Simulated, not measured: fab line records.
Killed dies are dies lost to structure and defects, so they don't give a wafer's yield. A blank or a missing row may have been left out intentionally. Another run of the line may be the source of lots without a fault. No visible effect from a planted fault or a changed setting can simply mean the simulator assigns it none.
Split-lot trial :: flow n5_finfet :: on a route of 1938 steps: 7 lots, 21 wafers read

## SPLIT DETAILS
At N5_HKMG_FIN_PEB_10 (peb time 60 s), the setting peb_time_s was moved away from the recipe's 60 s on 4 of the 21 wafers read, by -17.5% to -9.6%. The other wafers ran this setting at the recipe's value.

## THE PATH FROM SPLIT TO READING: the file shows 1 step between them
- N5_HKMG_FIN_DEVELOP_11: develop time 30 s

## THE READING
At N5_HKMG_FIN_CD_MEAS_12: cd_nm in nanometres, against a target cd of 92.8 nm. A value of 93.1 nm with a standard deviation of 0.81 nm is what fault-free wafers of this fab line usually give.

wafer: L078.1
tool, chamber at the split: litho_track-05, 0
peb_time_s as run, s: 53.11
against the recipe: -11.5%
cd_nm, nm: 88.1
against lot-mates on the recipe: -5.6

wafer: L078.3
tool, chamber at the split: litho_track-05, 0
peb_time_s as run, s: 60
against the recipe: recipe
cd_nm, nm: 93.7
against lot-mates on the recipe: -

wafer: L078.5
tool, chamber at the split: litho_track-05, 0
peb_time_s as run, s: 60
against the recipe: recipe
cd_nm, nm: 93.7
against lot-mates on the recipe: -

wafer: L080.2
tool, chamber at the split: litho_track-04, 0
peb_time_s as run, s: 60
against the recipe: recipe
cd_nm, nm: 92.2
against lot-mates on the recipe: -

wafer: L080.3
tool, chamber at the split: litho_track-04, 0
peb_time_s as run, s: 60
against the recipe: recipe
cd_nm, nm: 90.7
against lot-mates on the recipe: -

wafer: L080.4
tool, chamber at the split: litho_track-04, 0
peb_time_s as run, s: 60
against the recipe: recipe
cd_nm, nm: 93.0
against lot-mates on the recipe: -

wafer: L082.3
tool, chamber at the split: litho_track-03, 0
peb_time_s as run, s: 60
against the recipe: recipe
cd_nm, nm: 93.6
against lot-mates on the recipe: -

wafer: L082.5
tool, chamber at the split: litho_track-03, 0
peb_time_s as run, s: 60
against the recipe: recipe
cd_nm, nm: 92.7
against lot-mates on the recipe: -

wafer: L082.6
tool, chamber at the split: litho_track-03, 0
peb_time_s as run, s: 60
against the recipe: recipe
cd_nm, nm: 93.9
against lot-mates on the recipe: -

wafer: L085.1
tool, chamber at the split: litho_track-04, 0
peb_time_s as run, s: 60
against the recipe: recipe
cd_nm, nm: 93.2
against lot-mates on the recipe: -

wafer: L085.5
tool, chamber at the split: litho_track-04, 0
peb_time_s as run, s: 53.84
against the recipe: -10.3%
cd_nm, nm: 88.3
against lot-mates on the recipe: -4.5

wafer: L085.6
tool, chamber at the split: litho_track-04, 0
peb_time_s as run, s: 60
against the recipe: recipe
cd_nm, nm: 92.3
against lot-mates on the recipe: -

wafer: L089.3
tool, chamber at the split: litho_track-03, 0
peb_time_s as run, s: 60
against the recipe: recipe
cd_nm, nm: 94.1
against lot-mates on the recipe: -

wafer: L089.5
tool, chamber at the split: litho_track-03, 0
peb_time_s as run, s: 60
against the recipe: recipe
cd_nm, nm: 93.0
against lot-mates on the recipe: -

wafer: L089.6
tool, chamber at the split: litho_track-03, 0
peb_time_s as run, s: 49.5
against the recipe: -17.5%
cd_nm, nm: 86.4
against lot-mates on the recipe: -7.1

wafer: L092.2
tool, chamber at the split: litho_track-05, 0
peb_time_s as run, s: 60
against the recipe: recipe
cd_nm, nm: 94.3
against lot-mates on the recipe: -

wafer: L092.5
tool, chamber at the split: litho_track-05, 0
peb_time_s as run, s: 54.23
against the recipe: -9.6%
cd_nm, nm: 90.4
against lot-mates on the recipe: -3.2

wafer: L092.6
tool, chamber at the split: litho_track-05, 0
peb_time_s as run, s: 60
against the recipe: recipe
cd_nm, nm: 92.9
against lot-mates on the recipe: -

wafer: L094.1
tool, chamber at the split: litho_track-03, 0
peb_time_s as run, s: 60
against the recipe: recipe
cd_nm, nm: 93.2
against lot-mates on the recipe: -

wafer: L094.3
tool, chamber at the split: litho_track-03, 0
peb_time_s as run, s: 60
against the recipe: recipe
cd_nm, nm: 92.7
against lot-mates on the recipe: -

wafer: L094.4
tool, chamber at the split: litho_track-03, 0
peb_time_s as run, s: 60
against the recipe: recipe
cd_nm, nm: 93.7
against lot-mates on the recipe: -

THE FIT
A straight line over all 21 wafers: cd_nm changes by +0.394 nm for each +1% of peb_time_s; r = +0.92; the points scatter about the line by 0.86 nm.
The same after taking each lot's own level away (the mean of its wafers on the recipe; 21 wafers): +0.418 nm for each +1%; r = +0.96; scatter 0.62 nm.
Per that fit: largest peb_time_s move, reading shift of 7.3 nm.
Across the lots, their own levels run from 91.97 to 93.70 nm, a range of 2.1 times the standard deviation given above.
The two slopes agree, so the slope changes little with the lot-to-lot level.
Check: -7.48 nm against its lot-mates is what the line predicts for one of the wafers moved furthest among these (-17.5%) when that wafer is left out of the fit. Against them it came out at -7.15 nm.

## ADDITIONAL SPLITS CARRIED BY THESE WAFERS
Note: prior to the reading, these wafers also went through further splits. Each is held against what the fit with the lots' levels taken away leaves over:
other split on the same wafers: N5_ZERO_LAYER_COAT_05 spin_rpm
wafers away from the commonest value: 9
r with cd_nm (lot level and that fit taken away): -0.39

other split on the same wafers: N5_ZERO_LAYER_DEVELOP_10 develop_time_s
wafers away from the commonest value: 10
r with cd_nm (lot level and that fit taken away): -0.38

other split on the same wafers: N5_FIN_SAQP_ETCH_65 time_s
wafers away from the commonest value: 2
r with cd_nm (lot level and that fit taken away): -0.30

other split on the same wafers: N5_SD_EPI_N_COAT_32 spin_rpm
wafers away from the commonest value: 6
r with cd_nm (lot level and that fit taken away): -0.22

other split on the same wafers: N5_SD_EPI_N_COAT_33 spin_rpm
wafers away from the commonest value: 4
r with cd_nm (lot level and that fit taken away): -0.18

other split on the same wafers: N5_SD_EPI_P_COAT_34 spin_rpm
wafers away from the commonest value: 3
r with cd_nm (lot level and that fit taken away): +0.17

other split on the same wafers: N5_SD_EPI_P_PEB_07 peb_time_s
wafers away from the commonest value: 10
r with cd_nm (lot level and that fit taken away): +0.12

other split on the same wafers: N5_SDB_CUT_ETCH_26 icp_w
wafers away from the commonest value: 8
r with cd_nm (lot level and that fit taken away): +0.23

other split on the same wafers: N5_SDB_ALD_29 ald_cycles
wafers away from the commonest value: 8
r with cd_nm (lot level and that fit taken away): -0.13

other split on the same wafers: N5_HKMG_FIN_COAT_30 spin_rpm
wafers away from the commonest value: 6
r with cd_nm (lot level and that fit taken away): +0.02

## FILE'S OWN FIT
cd_nm changes by +0.418 nm for each +1% of peb_time_s, r = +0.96.
